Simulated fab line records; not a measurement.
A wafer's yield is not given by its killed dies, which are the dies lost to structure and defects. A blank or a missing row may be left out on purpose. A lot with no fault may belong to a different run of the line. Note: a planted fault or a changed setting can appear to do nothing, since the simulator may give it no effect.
fab line records + flow n5_finfet + part 1 of 2: steps 1 to 4 of 6
[record]
- lots = 24
- wafers = 72
- last_day = 18
route steps=1938 shown BEOL_M5@1177 BEOL_M6@1211
lots that met no fault: from a run of the same line without faults
start_h: hours from the record's opening day to when the first of the lot's shown wafers began + wait_h: hours since the lot's step before + " unchanged from the row above + L1.1+2: a single row standing in for several wafers + - no value, or no start was given + * or withheld: withheld + < > ~ a bound
route shown NAME@n: NAME is a module with steps in the file, n the number in the route of the first one + usual: average and standard deviation across the fault-free wafers + same: alike in all rows + chamber/n: place in a boat + sites: per-site readings + _std_site: standard deviation of those values + _edge_site: the outer-site mean with the inner-site mean subtracted + radius_mm: for every site, how far away it sits from the centre of the wafer + mask NAME#n: copy n + behind: the last tool/chamber to shape the wafer + hold: reason for holding the lot/hours on hold/outcome of the hold + device: transistor that didn't switch, given as n, p or np + end of line: tests run on the same wafers once the route is complete + step lacking rows: just its recipe + killed: at the first sort, the dies lost to defects and structure; wafer yield is something else + map: dies across one wafer; x = killed, . = not, _ = none there
set.NAME: setting as actually run; set.NAME@STEP: the setting as run at that earlier step + model.NAME: the simulator's own value behind a step, which no gauge read
one table for each step of the route and one row for each wafer, over a sample of lots
services: when a tool's chamber went out of use (start_h, in hours from the record's first day, below 0 if earlier), for how many hours, and the reason
[[steps]]
[step N5_BEOL_M5_SPUTTER_81]
[recipe]
- material = Cu
- target_thk_a = 150
- temp_c = -20
- chamber_pressure_pa = 0.07
- power_w = withheld
- time_s = 27.62
[usual]
- throttle_valve_pct = 30.0/0.95
| lot.wafer | tool           | chamber | start_h | wait_h | throttle_valve_pct |
|-----------|----------------|---------|---------|--------|--------------------|
| L074.3    | pvd_sputter-03 | -       | 181.22  | 0.5    | 29.5               |
| L074.4    | "              | -       | "       | "      | 30.3               |
| L074.6    | "              | -       | "       | "      | 28.1               |
| L075.1    | pvd_sputter-01 | -       | 186.79  | 0.5    | 29.8               |
| L075.3    | "              | -       | "       | "      | 31.1               |
| L075.5    | "              | -       | "       | "      | 29.7               |
| L076.3    | pvd_sputter-02 | -       | 197.80  | 0.5    | 30.6               |
| L076.5    | "              | -       | "       | "      | 31.8               |
| L076.6    | "              | -       | "       | "      | 30.0               |
| L077.1    | pvd_sputter-01 | -       | 200.43  | 0.5    | 30.6               |
| L077.2    | "              | -       | "       | "      | 29.8               |
| L077.6    | "              | -       | "       | "      | 30.5               |
| L078.3    | pvd_sputter-02 | -       | 206.59  | 0.5    | 30.3               |
| L078.5    | "              | -       | "       | "      | 31.5               |
| L078.6    | "              | -       | "       | "      | 29.3               |
| L079.2    | pvd_sputter-03 | -       | 223.56  | 0.5    | 28.2               |
| L079.3    | "              | -       | "       | "      | 29.3               |
| L079.6    | "              | -       | "       | "      | 29.7               |
| L081.1    | pvd_sputter-01 | -       | 226.59  | 0.5    | 29.8               |
| L081.3    | "              | -       | "       | "      | 29.1               |
| L081.6    | "              | -       | "       | "      | 31.1               |
| L080.1    | pvd_sputter-02 | -       | 227.49  | 0.5    | 30.4               |
| L080.2    | "              | -       | "       | "      | 31.8               |
| L080.3    | "              | -       | "       | "      | 30.4               |
| L082.4    | pvd_sputter-03 | -       | 230.37  | 0.5    | 28.2               |
| L082.5    | "              | -       | "       | "      | 29.4               |
| L082.6    | "              | -       | "       | "      | 30.4               |
| L083.3    | pvd_sputter-01 | -       | 236.01  | 0.5    | 30.8               |
| L083.4    | "              | -       | "       | "      | 29.9               |
| L083.6    | "              | -       | "       | "      | 30.1               |
| L084.1    | pvd_sputter-01 | -       | 243.32  | 0.5    | 30.7               |
| L084.4    | "              | -       | "       | "      | 29.1               |
| L084.6    | "              | -       | "       | "      | 29.0               |
| L085.2    | pvd_sputter-01 | -       | 252.39  | 0.5    | 31.1               |
| L085.3    | "              | -       | "       | "      | 30.4               |
| L085.4    | "              | -       | "       | "      | 30.1               |
| L086.1    | pvd_sputter-02 | -       | 255.80  | 0.5    | 30.8               |
| L086.2    | "              | -       | "       | "      | 30.3               |
| L086.3    | "              | -       | "       | "      | 29.7               |
| L087.1    | pvd_sputter-03 | -       | 256.80  | 0.5    | 29.4               |
| L087.4    | "              | -       | "       | "      | 28.6               |
| L087.5    | "              | -       | "       | "      | 29.7               |
| L089.3    | pvd_sputter-03 | -       | 286.61  | 0.5    | 29.7               |
| L089.4    | "              | -       | "       | "      | 29.3               |
| L089.6    | "              | -       | "       | "      | 28.3               |
| L088.1    | pvd_sputter-01 | -       | 286.76  | 0.5    | 30.5               |
| L088.3    | "              | -       | "       | "      | 31.1               |
| L088.6    | "              | -       | "       | "      | 30.5               |
| L090.2    | pvd_sputter-02 | -       | 287.67  | 0.5    | 30.6               |
| L090.4    | "              | -       | "       | "      | 31.5               |
| L090.6    | "              | -       | "       | "      | 30.8               |
| L093.2    | pvd_sputter-01 | -       | 292.68  | 0.5    | 30.8               |
| L093.4    | "              | -       | "       | "      | 29.7               |
| L093.5    | "              | -       | "       | "      | 31.1               |
| L091.2    | pvd_sputter-03 | -       | 293.24  | 0.5    | 28.2               |
| L091.4    | "              | -       | "       | "      | 30.4               |
| L091.5    | "              | -       | "       | "      | 29.4               |
| L094.3    | pvd_sputter-03 | -       | 317.06  | 0.5    | 28.1               |
| L094.4    | "              | -       | "       | "      | 29.4               |
| L094.5    | "              | -       | "       | "      | 28.3               |
| L096.2    | pvd_sputter-02 | -       | 320.51  | 0.5    | 30.4               |
| L096.4    | "              | -       | "       | "      | 32.0               |
| L096.6    | "              | -       | "       | "      | 30.5               |
| L095.2    | pvd_sputter-02 | -       | 326.23  | 0.5    | 31.6               |
| L095.3    | "              | -       | "       | "      | 30.7               |
| L095.5    | "              | -       | "       | "      | 30.8               |
| L092.1    | pvd_sputter-03 | -       | 326.98  | 0.5    | 29.7               |
| L092.2    | "              | -       | "       | "      | 28.4               |
| L092.5    | "              | -       | "       | "      | 29.1               |
| L097.2    | pvd_sputter-03 | -       | 334.46  | 0.5    | 28.5               |
| L097.3    | "              | -       | "       | "      | 29.7               |
| L097.5    | "              | -       | "       | "      | 29.9               |
[step N5_BEOL_M5_ANNEAL_51]
[recipe]
- temp_c = 225
- time_s = 90
- ambient = N2
[usual]
- wafer_temp_C_max = 225.84/0.25
| lot.wafer | tool          | chamber | start_h | wait_h | wafer_temp_C_max |
|-----------|---------------|---------|---------|--------|------------------|
| L074.3    | rtp_anneal-02 | 0       | 184.77  | 0.1    | 226.00           |
| L074.4    | "             | 0       | "       | "      | 225.74           |
| L074.6    | "             | 0       | "       | "      | 225.81           |
| L075.1    | rtp_anneal-01 | 0       | 190.30  | 0.1    | 225.93           |
| L075.3    | "             | 0       | "       | "      | 226.03           |
| L075.5    | "             | 0       | "       | "      | 226.16           |
| L076.3    | rtp_anneal-02 | 0       | 201.36  | 0.1    | 225.71           |
| L076.5    | "             | 0       | "       | "      | 225.78           |
| L076.6    | "             | 0       | "       | "      | 225.83           |
| L077.1    | rtp_anneal-01 | 0       | 203.90  | 0.1    | 226.18           |
| L077.2    | "             | 0       | "       | "      | 226.11           |
| L077.6    | "             | 0       | "       | "      | 225.93           |
| L078.3    | rtp_anneal-01 | 0       | 210.14  | 0.1    | 226.35           |
| L078.5    | "             | 0       | "       | "      | 226.44           |
| L078.6    | "             | 0       | "       | "      | 226.49           |
| L079.2    | rtp_anneal-01 | 0       | 227.09  | 0.1    | 226.55           |
| L079.3    | "             | 0       | "       | "      | 225.79           |
| L079.6    | "             | 0       | "       | "      | 225.60           |
| L081.1    | rtp_anneal-02 | 0       | 230.05  | 0.1    | 225.94           |
| L081.3    | "             | 0       | "       | "      | 225.63           |
| L081.6    | "             | 0       | "       | "      | 225.56           |
| L080.1    | rtp_anneal-02 | 0       | 231.27  | 0.4    | 226.03           |
| L080.2    | "             | 0       | "       | "      | 225.92           |
| L080.3    | "             | 0       | "       | "      | 225.65           |
| L082.4    | rtp_anneal-02 | 0       | 233.98  | 0.2    | 225.63           |
| L082.5    | "             | 0       | "       | "      | 225.56           |
| L082.6    | "             | 0       | "       | "      | 225.83           |
| L083.3    | rtp_anneal-02 | 0       | 239.57  | 0.1    | 225.61           |
| L083.4    | "             | 0       | "       | "      | 225.64           |
| L083.6    | "             | 0       | "       | "      | 225.54           |
| L084.1    | rtp_anneal-02 | 0       | 247.16  | 0.4    | 225.65           |
| L084.4    | "             | 0       | "       | "      | 225.36           |
| L084.6    | "             | 0       | "       | "      | 225.53           |
| L085.2    | rtp_anneal-02 | 0       | 256.63  | 0.8    | 225.65           |
| L085.3    | "             | 0       | "       | "      | 225.96           |
| L085.4    | "             | 0       | "       | "      | 225.73           |
| L086.1    | rtp_anneal-01 | 0       | 259.26  | 0.1    | 225.82           |
| L086.2    | "             | 0       | "       | "      | 225.82           |
| L086.3    | "             | 0       | "       | "      | 226.00           |
| L087.1    | rtp_anneal-01 | 0       | 260.28  | 0.1    | 225.92           |
| L087.4    | "             | 0       | "       | "      | 225.93           |
| L087.5    | "             | 0       | "       | "      | 225.70           |
| L089.3    | rtp_anneal-01 | 0       | 290.17  | 0.1    | 225.97           |
| L089.4    | "             | 0       | "       | "      | 225.67           |
| L089.6    | "             | 0       | "       | "      | 225.57           |
| L088.1    | rtp_anneal-02 | 0       | 290.22  | 0.1    | 225.46           |
| L088.3    | "             | 0       | "       | "      | 225.87           |
| L088.6    | "             | 0       | "       | "      | 225.69           |
| L090.2    | rtp_anneal-02 | 0       | 291.18  | 0.1    | 225.41           |
| L090.4    | "             | 0       | "       | "      | 225.68           |
| L090.6    | "             | 0       | "       | "      | 225.63           |
| L093.2    | rtp_anneal-01 | 0       | 296.73  | 0.6    | 226.01           |
| L093.4    | "             | 0       | "       | "      | 226.31           |
| L093.5    | "             | 0       | "       | "      | 225.96           |
| L091.2    | rtp_anneal-01 | 0       | 297.45  | 0.8    | 225.80           |
| L091.4    | "             | 0       | "       | "      | 225.84           |
| L091.5    | "             | 0       | "       | "      | 225.51           |
| L094.3    | rtp_anneal-01 | 0       | 320.61  | 0.1    | 225.42           |
| L094.4    | "             | 0       | "       | "      | 225.90           |
| L094.5    | "             | 0       | "       | "      | 226.02           |
| L096.2    | rtp_anneal-02 | 0       | 324.03  | 0.1    | 225.51           |
| L096.4    | "             | 0       | "       | "      | 225.79           |
| L096.6    | "             | 0       | "       | "      | 225.67           |
| L092.1    | rtp_anneal-01 | 0       | 330.45  | 0.1    | 225.59           |
| L092.2    | "             | 0       | "       | "      | 225.92           |
| L092.5    | "             | 0       | "       | "      | 225.69           |
| L095.2    | rtp_anneal-01 | 0       | 332.14  | 0.1    | 225.79           |
| L095.3    | "             | 0       | "       | "      | 225.66           |
| L095.5    | "             | 0       | "       | "      | 225.50           |
| L097.2    | rtp_anneal-01 | 0       | 339.60  | 0.1    | 225.87           |
| L097.3    | "             | 0       | "       | "      | 225.96           |
| L097.5    | "             | 0       | "       | "      | 225.99           |
[step N5_BEOL_M5_PRE_CLEAN_77]
[recipe]
- gas = NH3/H2
- time_s = 15
- temp_c = *
- rf_power_w = 300
[usual]
- heater_power_w = 77/8.9
| lot.wafer | tool      | chamber | start_h | wait_h | heater_power_w |
|-----------|-----------|---------|---------|--------|----------------|
| L074.3    | cvd_co-01 | 2       | 185.31  | 0.0    | 75             |
| L074.4    | "         | 1       | "       | "      | 63             |
| L074.6    | "         | 0       | "       | "      | 83             |
| L075.1    | cvd_co-01 | 2       | 191.04  | 0.0    | 73             |
| L075.3    | "         | 0       | "       | "      | 83             |
| L075.5    | "         | 2       | "       | "      | 77             |
| L076.3    | cvd_co-01 | 1       | 201.89  | 0.0    | 63             |
| L076.5    | "         | 1       | "       | "      | 63             |
| L076.6    | "         | 2       | "       | "      | 77             |
| L077.1    | cvd_co-01 | 2       | 204.54  | 0.0    | 76             |
| L077.2    | "         | 0       | "       | "      | 83             |
| L077.6    | "         | 2       | "       | "      | 75             |
| L078.3    | cvd_co-02 | 2       | 210.68  | 0.0    | 89             |
| L078.5    | "         | 1       | "       | "      | 83             |
| L078.6    | "         | 2       | "       | "      | 92             |
| L079.2    | cvd_co-02 | 2       | 227.69  | 0.0    | 88             |
| L079.3    | "         | 1       | "       | "      | 82             |
| L079.6    | "         | 1       | "       | "      | 83             |
| L081.1    | cvd_co-02 | 1       | 230.68  | 0.0    | 80             |
| L081.3    | "         | 2       | "       | "      | 89             |
| L081.6    | "         | 1       | "       | "      | 80             |
| L080.1    | cvd_co-01 | 0       | 231.90  | 0.0    | 83             |
| L080.2    | "         | 1       | "       | "      | 64             |
| L080.3    | "         | 1       | "       | "      | 62             |
| L082.4    | cvd_co-01 | 1       | 234.50  | 0.1    | 63             |
| L082.5    | "         | 0       | "       | "      | 84             |
| L082.6    | "         | 1       | "       | "      | 63             |
| L083.3    | cvd_co-01 | 1       | 240.13  | 0.1    | 62             |
| L083.4    | "         | 0       | "       | "      | 83             |
| L083.6    | "         | 0       | "       | "      | 82             |
| L084.1    | cvd_co-02 | 0       | 247.79  | 0.0    | 71             |
| L084.4    | "         | 0       | "       | "      | 71             |
| L084.6    | "         | 1       | "       | "      | 82             |
| L085.2    | cvd_co-02 | 0       | 257.22  | 0.0    | 69             |
| L085.3    | "         | 2       | "       | "      | 90             |
| L085.4    | "         | 1       | "       | "      | 81             |
| L086.1    | cvd_co-02 | 2       | 260.17  | 0.0    | 89             |
| L086.2    | "         | 0       | "       | "      | 71             |
| L086.3    | "         | 1       | "       | "      | 82             |
| L087.1    | cvd_co-01 | 1       | 261.18  | 0.0    | 64             |
| L087.4    | "         | 2       | "       | "      | 77             |
| L087.5    | "         | 0       | "       | "      | 82             |
| L089.3    | cvd_co-02 | 1       | 290.71  | 0.0    | 82             |
| L089.4    | "         | 1       | "       | "      | 80             |
| L089.6    | "         | 2       | "       | "      | 89             |
| L088.1    | cvd_co-01 | 1       | 290.85  | 0.0    | 65             |
| L088.3    | "         | 2       | "       | "      | 78             |
| L088.6    | "         | 2       | "       | "      | 79             |
| L090.2    | cvd_co-02 | 0       | 291.76  | 0.0    | 71             |
| L090.4    | "         | 2       | "       | "      | 89             |
| L090.6    | "         | 0       | "       | "      | 71             |
| L093.2    | cvd_co-02 | 0       | 297.31  | 0.0    | 71             |
| L093.4    | "         | 0       | "       | "      | 69             |
| L093.5    | "         | 1       | "       | "      | 83             |
| L091.2    | cvd_co-01 | 1       | 298.04  | 0.0    | 63             |
| L091.4    | "         | 2       | "       | "      | 79             |
| L091.5    | "         | 0       | "       | "      | 83             |
| L094.3    | cvd_co-01 | 2       | 321.15  | 0.0    | 76             |
| L094.4    | "         | 1       | "       | "      | 62             |
| L094.5    | "         | 2       | "       | "      | 77             |
| L096.2    | cvd_co-02 | 0       | 324.61  | 0.0    | 71             |
| L096.4    | "         | 2       | "       | "      | 90             |
| L096.6    | "         | 0       | "       | "      | 70             |
| L092.1    | cvd_co-01 | 1       | 331.08  | 0.0    | 63             |
| L092.2    | "         | 2       | "       | "      | 78             |
| L092.5    | "         | 1       | "       | "      | 65             |
| L095.2    | cvd_co-01 | 0       | 333.02  | 0.2    | 84             |
| L095.3    | "         | 1       | "       | "      | 65             |
| L095.5    | "         | 0       | "       | "      | 83             |
| L097.2    | cvd_co-02 | 0       | 340.18  | 0.0    | 72             |
| L097.3    | "         | 2       | "       | "      | 91             |
| L097.5    | "         | 2       | "       | "      | 89             |
[step N5_BEOL_M6_ETCH_61]
[recipe]
- chemistry = CF4
- target = SiARC
- target_depth_a = 455
- mask_material = CAR-ArF
- time_s = 75.8
- ion_energy_ev = 80
- pressure_mtorr = 40
- source_w = 545
- bias_w = 36
- Ar_flow_sccm = 100
- cf4_flow_sccm = 100
- ends = cleared
[usual]
- bias_w = 36.01/0.11
- drypump_motor_current_A = 5.7/0.45
- etch_rf_on_time_s = 76.0/1.5
- oes_product_au = 0.66/0.054
- rf_vpp_V = 183.8/1.1
- showerhead_plenum_p_Torr = 2.12/0.068
- throttle_valve_pct = 15.63/0.16
| lot.wafer | tool        | chamber | start_h | wait_h | bias_w | drypump_motor_current_A | etch_rf_on_time_s | oes_product_au | rf_hours_counter_h | rf_vpp_V | showerhead_plenum_p_Torr | throttle_valve_pct |
|-----------|-------------|---------|---------|--------|--------|-------------------------|-------------------|----------------|--------------------|----------|--------------------------|--------------------|
| L074.3    | rie_diel-02 | 1       | 188.87  | 0.0    | 36.05  | 6.2                     | 76.0              | 0.65           | 145                | 182.9    | 2.06                     | 15.72              |
| L074.4    | "           | 0       | "       | "      | 36.01  | 5.2                     | 78.2              | 0.59           | 198                | 183.5    | 2.13                     | 15.78              |
| L074.6    | "           | 3       | "       | "      | 36.12  | 5.9                     | 76.2              | 0.65           | -                  | 184.4    | 2.23                     | 15.35              |
| L075.1    | rie_diel-02 | 3       | 193.81  | 0.0    | 36.16  | 5.9                     | 76.8              | 0.64           | 141                | 184.4    | 2.23                     | 15.32              |
| L075.3    | "           | 2       | "       | "      | 35.71  | 5.7                     | 74.4              | 0.75           | 53                 | 184.0    | 2.09                     | 15.68              |
| L075.5    | "           | 0       | "       | "      | 36.03  | 5.2                     | 78.3              | 0.59           | -                  | 184.5    | 2.13                     | 15.79              |
| L076.3    | rie_diel-02 | 1       | 204.19  | 0.0    | 35.99  | 6.1                     | 75.3              | 0.64           | 151                | 183.7    | 2.06                     | 15.75              |
| L076.5    | "           | 1       | "       | "      | 35.93  | 6.1                     | 75.6              | 0.63           | -                  | 182.9    | 2.06                     | 15.75              |
| L076.6    | "           | 0       | "       | "      | 36.20  | 5.2                     | 77.9              | 0.58           | -                  | 182.6    | 2.13                     | 15.78              |
| L077.1    | rie_diel-02 | 0       | 206.85  | 0.0    | 36.03  | 5.2                     | 77.5              | 0.59           | 205                | 183.8    | 2.13                     | 15.79              |
| L077.2    | "           | 1       | "       | "      | 35.84  | 6.2                     | 75.6              | 0.64           | 152                | 183.3    | 2.06                     | 15.74              |
| L077.6    | "           | 1       | "       | "      | 35.96  | 6.2                     | 76.7              | 0.64           | -                  | 183.3    | 2.06                     | 15.74              |
| L078.3    | rie_diel-01 | 2       | 214.53  | 0.0    | 36.00  | 5.6                     | 76.7              | 0.64           | 140                | 184.5    | 2.14                     | 15.60              |
| L078.5    | "           | 0       | "       | "      | 36.22  | 6.2                     | 73.7              | 0.70           | -                  | 184.7    | 2.09                     | 15.67              |
| L078.6    | "           | 1       | "       | "      | 36.06  | 5.0                     | 73.6              | 0.79           | -                  | 184.5    | 2.26                     | 15.39              |
| L079.2    | rie_diel-04 | 0       | 230.71  | 0.0    | 36.06  | 6.1                     | 75.5              | 0.72           | 59                 | 183.7    | 2.11                     | 15.62              |
| L079.3    | "           | 2       | "       | "      | 35.86  | 4.7                     | 77.3              | 0.73           | 64                 | 183.4    | 2.17                     | 15.36              |
| L079.6    | "           | 1       | "       | "      | 36.03  | 5.4                     | 76.4              | 0.64           | -                  | 183.9    | 2.05                     | 15.64              |
| L081.1    | rie_diel-01 | 3       | 234.32  | 0.0    | 35.97  | 6.2                     | 77.0              | 0.64           | 135                | 181.4    | 2.06                     | 15.56              |
| L081.3    | "           | 0       | "       | "      | 36.03  | 6.2                     | 73.9              | 0.70           | 86                 | 183.7    | 2.09                     | 15.69              |
| L081.6    | "           | 1       | "       | "      | 36.14  | 5.1                     | 74.2              | 0.77           | -                  | 186.2    | 2.26                     | 15.42              |
| L080.1    | rie_diel-02 | 0       | 234.67  | 0.0    | 36.04  | 5.2                     | 77.4              | 0.59           | 216                | 184.1    | 2.13                     | 15.80              |
| L080.2    | "           | 3       | "       | "      | 35.95  | 5.9                     | 75.3              | 0.64           | 156                | 185.1    | 2.23                     | 15.35              |
| L080.3    | "           | 2       | "       | "      | 36.04  | 5.7                     | 72.8              | 0.74           | 65                 | 182.9    | 2.09                     | 15.71              |
| L082.4    | rie_diel-01 | 0       | 238.20  | 0.0    | 36.20  | 6.3                     | 73.6              | 0.69           | -                  | 184.7    | 2.09                     | 15.70              |
| L082.5    | "           | 1       | "       | "      | 35.86  | 5.0                     | 74.0              | 0.77           | -                  | 184.8    | 2.26                     | 15.42              |
| L082.6    | "           | 3       | "       | "      | 36.11  | 6.2                     | 77.1              | 0.64           | -                  | 183.4    | 2.06                     | 15.55              |
| L083.3    | rie_diel-04 | 0       | 241.93  | 0.0    | 36.14  | 6.1                     | 75.0              | 0.71           | 64                 | 184.6    | 2.11                     | 15.61              |
| L083.4    | "           | 1       | "       | "      | 35.86  | 5.4                     | 75.8              | 0.64           | 163                | 182.3    | 2.05                     | 15.66              |
| L083.6    | "           | 0       | "       | "      | 36.17  | 6.1                     | 74.7              | 0.71           | -                  | 182.7    | 2.10                     | 15.62              |
| L084.1    | rie_diel-02 | 2       | 250.67  | 0.0    | 36.09  | 5.7                     | 73.6              | 0.73           | 71                 | 183.8    | 2.09                     | 15.71              |
| L084.4    | "           | 3       | "       | "      | 36.18  | 5.9                     | 75.6              | 0.63           | 162                | 184.5    | 2.23                     | 15.36              |
| L084.6    | "           | 3       | "       | "      | 36.05  | 5.9                     | 75.8              | 0.63           | -                  | 186.1    | 2.23                     | 15.38              |
| L085.2    | rie_diel-02 | 1       | 259.89  | 0.0    | 36.07  | 6.2                     | 77.1              | 0.62           | 171                | 183.2    | 2.05                     | 15.78              |
| L085.3    | "           | 0       | "       | "      | 35.96  | 5.2                     | 78.3              | 0.58           | 224                | 185.0    | 2.12                     | 15.81              |
| L085.4    | "           | 2       | "       | "      | 35.90  | 5.7                     | 74.5              | 0.72           | 76                 | 183.7    | 2.09                     | 15.73              |
| L086.1    | rie_diel-04 | 3       | 262.81  | 0.0    | 35.92  | 5.5                     | 76.4              | 0.69           | 77                 | 184.4    | 2.18                     | 15.61              |
| L086.2    | "           | 0       | "       | "      | 36.00  | 6.1                     | 75.1              | 0.70           | 71                 | 183.0    | 2.10                     | 15.64              |
| L086.3    | "           | 1       | "       | "      | 36.21  | 5.4                     | 75.8              | 0.64           | 171                | 182.2    | 2.05                     | 15.66              |
| L087.1    | rie_diel-01 | 0       | 262.86  | 0.0    | 35.92  | 6.2                     | 74.7              | 0.68           | 97                 | 184.2    | 2.09                     | 15.72              |
| L087.4    | "           | 3       | "       | "      | 36.07  | 6.2                     | 77.5              | 0.64           | -                  | 183.0    | 2.06                     | 15.59              |
| L087.5    | "           | 0       | "       | "      | 36.03  | 6.2                     | 73.9              | 0.69           | -                  | 183.4    | 2.09                     | 15.73              |
| L089.3    | rie_diel-01 | 3       | 293.92  | 0.0    | 35.92  | 6.2                     | 75.9              | 0.64           | 155                | 183.3    | 2.06                     | 15.62              |
| L089.4    | "           | 0       | "       | "      | 35.98  | 6.2                     | 74.5              | 0.68           | 106                | 181.7    | 2.08                     | 15.71              |
| L089.6    | "           | 0       | "       | "      | 36.04  | 6.2                     | 74.0              | 0.68           | -                  | 183.7    | 2.08                     | 15.73              |
| L088.1    | rie_diel-02 | 1       | 294.18  | 0.0    | 36.00  | 6.1                     | 76.6              | 0.62           | 181                | 182.6    | 2.05                     | 15.79              |
| L088.3    | "           | 2       | "       | "      | 36.20  | 5.7                     | 75.2              | 0.71           | 84                 | 184.4    | 2.08                     | 15.73              |
| L088.6    | "           | 2       | "       | "      | 36.10  | 5.7                     | 74.5              | 0.71           | -                  | 183.0    | 2.08                     | 15.75              |
| L090.2    | rie_diel-01 | 1       | 295.07  | 0.0    | 35.97  | 5.0                     | 74.8              | 0.74           | 39                 | 185.6    | 2.25                     | 15.44              |
| L090.4    | "           | 0       | "       | "      | 35.86  | 6.2                     | 75.2              | 0.67           | 107                | 181.2    | 2.08                     | 15.75              |
| L090.6    | "           | 0       | "       | "      | 36.00  | 6.2                     | 75.2              | 0.68           | -                  | 182.4    | 2.08                     | 15.74              |
| L093.2    | rie_diel-02 | 0       | 299.61  | 0.0    | 35.89  | 5.2                     | 79.4              | 0.57           | 236                | 185.7    | 2.12                     | 15.85              |
| L093.4    | "           | 3       | "       | "      | 36.08  | 5.9                     | 76.8              | 0.62           | 177                | 184.7    | 2.22                     | 15.38              |
| L093.5    | "           | 1       | "       | "      | 35.93  | 6.1                     | 76.4              | 0.62           | -                  | 182.3    | 2.05                     | 15.78              |
| L091.2    | rie_diel-04 | 2       | 299.70  | 0.0    | 36.02  | 4.7                     | 76.7              | 0.70           | 86                 | 184.9    | 2.16                     | 15.41              |
| L091.4    | "           | 1       | "       | "      | 36.03  | 5.4                     | 76.4              | 0.63           | 177                | 182.9    | 2.05                     | 15.67              |
| L091.5    | "           | 0       | "       | "      | 35.86  | 6.1                     | 74.6              | 0.70           | -                  | 183.4    | 2.10                     | 15.66              |
| L094.3    | rie_diel-01 | 2       | 324.13  | 0.0    | 35.99  | 5.6                     | 76.4              | 0.62           | 170                | 183.8    | 2.13                     | 15.67              |
| L094.4    | "           | 0       | "       | "      | 35.94  | 6.2                     | 74.1              | 0.67           | 117                | 183.6    | 2.08                     | 15.76              |
| L094.5    | "           | 3       | "       | "      | 36.07  | 6.2                     | 78.1              | 0.62           | -                  | 182.3    | 2.05                     | 15.61              |
| L096.2    | rie_diel-04 | 3       | 330.92  | 0.0    | 36.02  | 5.5                     | 77.2              | 0.67           | 98                 | 184.0    | 2.17                     | 15.66              |
| L096.4    | "           | 1       | "       | "      | 36.18  | 5.4                     | 76.3              | 0.62           | 185                | 183.2    | 2.05                     | 15.69              |
| L096.6    | "           | 1       | "       | "      | 36.15  | 5.4                     | 76.4              | 0.61           | -                  | 182.1    | 2.05                     | 15.69              |
| L092.1    | rie_diel-02 | 0       | 333.07  | 0.0    | 36.15  | 5.2                     | 78.6              | 0.56           | 245                | 185.1    | 2.12                     | 15.87              |
| L092.2    | "           | 2       | "       | "      | 35.95  | 5.7                     | 74.3              | 0.70           | 98                 | 183.4    | 2.08                     | 15.78              |
| L092.5    | "           | 3       | "       | "      | 35.94  | 5.9                     | 75.8              | 0.62           | -                  | 186.1    | 2.22                     | 15.42              |
| L095.2    | rie_diel-02 | 3       | 336.88  | 0.0    | 36.02  | 5.9                     | 75.3              | 0.61           | 188                | 185.1    | 2.22                     | 15.40              |
| L095.3    | "           | 2       | "       | "      | 35.88  | 5.7                     | 73.6              | 0.70           | 99                 | 182.4    | 2.08                     | 15.78              |
| L095.5    | "           | 2       | "       | "      | 36.01  | 5.7                     | 74.2              | 0.70           | -                  | 183.6    | 2.08                     | 15.78              |
| L097.2    | rie_diel-02 | 2       | 343.80  | 0.0    | 36.04  | 5.7                     | 75.4              | 0.69           | 100                | 182.5    | 2.08                     | 15.78              |
| L097.3    | "           | 1       | "       | "      | 35.96  | 6.1                     | 78.3              | 0.60           | 196                | 182.7    | 2.04                     | 15.83              |
| L097.5    | "           | 0       | "       | "      | 36.08  | 5.2                     | 79.8              | 0.56           | -                  | 184.2    | 2.12                     | 15.88              |
